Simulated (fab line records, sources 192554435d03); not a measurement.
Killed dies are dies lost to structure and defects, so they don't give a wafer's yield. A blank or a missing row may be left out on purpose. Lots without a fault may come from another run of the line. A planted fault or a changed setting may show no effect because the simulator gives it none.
Split-lot experiment | flow n5_finfet | 7 lots, 21 wafers read, on a route of 1938 steps

THE SPLIT
At N5_SDB_ETCH_25 (etches SiO2 in C4F6/O2, target depth 10 nm, time 3.3 s), the setting time_s was moved away from the recipe's 3.3 s on 11 of the 21 wafers read, by -18.6% to +20.8%. The other wafers ran this setting at the recipe's value.

The reading is taken at the split's own step.

THE READING
etch.depth_nm (the simulator's own value, which no gauge read), in nm, at N5_SDB_ETCH_25 (etches SiO2 in C4F6/O2, target depth 10 nm, time 3.3 s). The file gives no usual value for it. The 10 wafers here that ran the recipe average 10.061 nm, standard deviation 0.15 nm.

wafer  | tool, chamber at the split | time_s as run, s | against the recipe | etch.depth_nm, nm | against lot-mates on the recipe
L074.3 | rie_diel-02, 0             | 3.3              | recipe             | 10.15             | -
L074.4 | rie_diel-02, 2             | 3.988            | +20.8%             | 12.07             | +1.997
L074.6 | rie_diel-02, 2             | 3.3              | recipe             | 9.996             | -
L077.1 | rie_diel-06, 3             | 3.3              | recipe             | 9.984             | -
L077.2 | rie_diel-06, 0             | 2.932            | -11.2%             | 9.028             | -0.956
L077.5 | rie_diel-06, 2             | 2.932            | -11.2%             | 8.92              | -1.064
L078.3 | rie_diel-04, 3             | 2.75             | -16.7%             | 8.208             | -1.673
L078.5 | rie_diel-04, 0             | 3.3              | recipe             | 9.881             | -
L078.6 | rie_diel-04, 1             | 2.75             | -16.7%             | 8.503             | -1.378
L081.1 | rie_diel-02, 1             | 3.3              | recipe             | 9.961             | -
L081.2 | rie_diel-02, 2             | 3.3              | recipe             | 9.914             | -
L081.4 | rie_diel-02, 0             | 3.3              | recipe             | 10.21             | -
L082.4 | rie_diel-04, 1             | 3.3              | recipe             | 10.31             | -
L082.5 | rie_diel-04, 0             | 3.3              | recipe             | 9.953             | -
L082.6 | rie_diel-04, 2             | 2.685            | -18.6%             | 8.054             | -2.077
L084.2 | rie_diel-02, 2             | 3.852            | +16.7%             | 11.45             | no lot-mate on the recipe
L084.5 | rie_diel-02, 2             | 3.852            | +16.7%             | 11.43             | no lot-mate on the recipe
L084.6 | rie_diel-02, 3             | 3.852            | +16.7%             | 11.8              | no lot-mate on the recipe
L095.1 | rie_diel-06, 3             | 3.006            | -8.9%              | 8.926             | -1.324
L095.2 | rie_diel-06, 2             | 3.006            | -8.9%              | 9.082             | -1.168
L095.3 | rie_diel-06, 0             | 3.3              | recipe             | 10.25             | -

THE FIT
A straight line over all 21 wafers: etch.depth_nm changes by +0.098 nm for each +1% of time_s; r = +0.99; the points scatter about the line by 0.16 nm.
The same after taking each lot's own level away (the mean of its wafers on the recipe; 18 wafers): +0.0996 nm for each +1%; r = +0.98; scatter 0.18 nm.
On that fit, the largest move of time_s shifts the reading by 2.1 nm.
The lots' own levels span 9.8810 to 10.2500 nm, that is 2.5 times the standard deviation above.
So the lot-to-lot level changes the slope little: the two slopes agree.
Check: with one of the wafers moved furthest among these (+20.8%) left out of the fit, the line predicts +2.09 nm for it against its lot-mates. It came out at +2 nm against them.

OTHER SPLITS ON THESE WAFERS
These wafers also went through other splits before the reading. Each is held against what the fit with the lots' levels taken away leaves over:
other split on the same wafers | wafers away from the commonest value | r with etch.depth_nm (lot level and that fit taken away)
N5_SDB_COAT_03 spin_rpm        | 7                                    | -0.01

THE FILE'S OWN FIT
etch.depth_nm changes by +0.102 nm for each +1% of time_s, r = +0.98.
